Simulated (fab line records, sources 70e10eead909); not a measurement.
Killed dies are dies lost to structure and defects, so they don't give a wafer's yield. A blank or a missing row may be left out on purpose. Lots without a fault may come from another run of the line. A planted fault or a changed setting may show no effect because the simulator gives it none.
Chamber matching | flow nand_harc | NHARC_P_M0_CMP_23 on cmp-04: 4 sister chambers
The step polishes, t overpolish 20 s, target thk 117.54 nm. 4 wafers are shown with their chamber, then 9 later ones without.

WAFERS WITH THEIR CHAMBER
wafer  | chamber | motor_current_A (A)
L084.6 | 3       | 12.0
L086.5 | 2       | 13.6
L088.5 | 1       | 12.1
L088.6 | 0       | 10.1

WAFERS WITHOUT THEIR CHAMBER
wafer  | motor_current_A (A)
L090.1 | 11.4
L090.4 | 13.4
L090.5 | 11.6
L091.2 | 12.3
L091.4 | 13.4
L091.5 | 11.8
L095.1 | 14.8
L095.2 | 12.4
L095.5 | 10.2

WHICH CHAMBER EACH WENT THROUGH
wafer  | from the rows above          | in truth
L090.1 | can't be placed: 3 or 1 or 0 | 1
L090.4 | 2                            | 2
L090.5 | can't be placed: 3 or 1      | 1
L091.2 | can't be placed: 1 or 3      | 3
L091.4 | 2                            | 2
L091.5 | can't be placed: 3 or 1      | 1
L095.1 | 2                            | 2
L095.2 | can't be placed: 1 or 3 or 2 | 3
L095.5 | 0                            | 0
Placed correctly: 4 of 9. Can't be placed from these rows: 5 (the true chamber is among the candidates in 5). Placed wrongly: 0.
How it was worked out, from the rows above alone: a wafer's distance from a chamber is the root of the sum, over the readings, of the square of ((its reading less the chamber's mean) divided by the reading's scatter). The wafer belongs to the nearest chamber; if the next one is less than 2 further off, it can't be placed. A chamber's mean is the mean of its shown wafers. The scatter: with one shown wafer a chamber, the root of the mean of the squares of how far each hidden wafer lies from its nearest shown one.
